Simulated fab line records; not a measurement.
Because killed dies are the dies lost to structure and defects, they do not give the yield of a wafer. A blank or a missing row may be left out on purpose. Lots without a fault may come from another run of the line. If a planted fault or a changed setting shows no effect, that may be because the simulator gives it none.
Problem report in the 8D (eight disciplines) form, filled by code | flow nand-harc | the parts of the form that need people (team, actions taken, sign-off) are left out

1. THE ISSUE
Mean of thk-nm at NHARC_A_ONON_D1_THK_MEAS_30: 602 nm across 6 wafers in 2 lots; on wafers with no fault it is 1001 nm (standard deviation 7.1). That is -56 standard deviations from the usual mean.
The step: measures by ellipsometry.
The first sign was on wafer L874.2 at day 10 07:55, on film-metro-01. The record holds 42 wafers of 14 lots with a number at this step. Rule for "out", or "out of limits": more than 4 standard deviations from the usual mean. Any other wafer with a number is counted as sound.

2. WHAT THIS IS AND IS NOT
question                    | is                           | is not
which readings at this step | thk-nm                       | -
which lots                  | L874, L876                   | L865, L866, L873, L878, L879, L880, L882, L883, L884, L885, L887, L888
which wafers of those lots  | all that have a number       | -
read on which gauges        | film-metro-01, film-metro-02 | -
when                        | from day 10 07:55            | up to then (9 sound wafers); but 27 sound wafers of L878, L879, L880, L882, L883, L884, L885, L887, L888 came after

3. WHAT RULES OUT EACH SUSPECT
Counting: a tool at any process step up to the reading remains a suspect when it ran all the lots that are out and ran no sound lot after the first of those.
- the gauge at NHARC_A_ONON_D1_THK_MEAS_30 is ruled out. 2 gauges (film-metro-01, film-metro-02) read the wafers that are out.
- pecvd-onon-03 at NHARC_A_ONON_D1_DEP_28 (target thk 1000 nm): kept. It ran every lot that is out, first L874 (day 10 07:28), and no sound lot after that.
After counting, what remains is pecvd-onon-03 at NHARC_A_ONON_D1_DEP_28.

4. THE CAUSE (what the simulator had put in)
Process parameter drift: pecvd-onon-03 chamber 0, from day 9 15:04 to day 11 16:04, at NHARC_A_ONON_D1_DEP_28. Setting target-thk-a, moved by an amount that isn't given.
This tool alone remained once counting was done.

5. SEQUENCE OF EFFECTS, ordered by route
Rows list readings where the struck wafers' mean (over those with a number) sits beyond 3 standard deviations from the usual. Only readings for which the record gives a usual standard deviation are gone through. hours: the time from each lot's start at the first step in this table that gives one to its start at this step, as a median over the lots. sigmas: the change in usual standard deviations.
hours | step                        | reading         | usual   | on struck wafers | change | sigmas
0     | NHARC_A_ONON_D1_THK_MEAS_30 | thk-nm          | 1001 nm | 602              | -399   | -56
274   | NHARC_END_SORT_01           | killed-at-array | 27      | 675              | +648   | +65
274   | NHARC_END_SORT_01           | killed-dies     | 31      | 677              | +646   | +65

6. WHAT WOULD HAVE CAUGHT IT SOONER
In this record the first reading out of limits at a measuring or inspecting step was taken at day 10 07:55, 17 hours after the fault began at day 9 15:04.
Tool readings at NHARC_A_ONON_D1_DEP_28 with a usual standard deviation given in the record: none out on any struck wafer, hence no alarm at a limit of 4 standard deviations on them.
Lots out: 2; of these, L876 started NHARC_A_ONON_D1_DEP_28 on pecvd-onon-03 after day 10 07:55. Holding the tool at that time would have saved it.
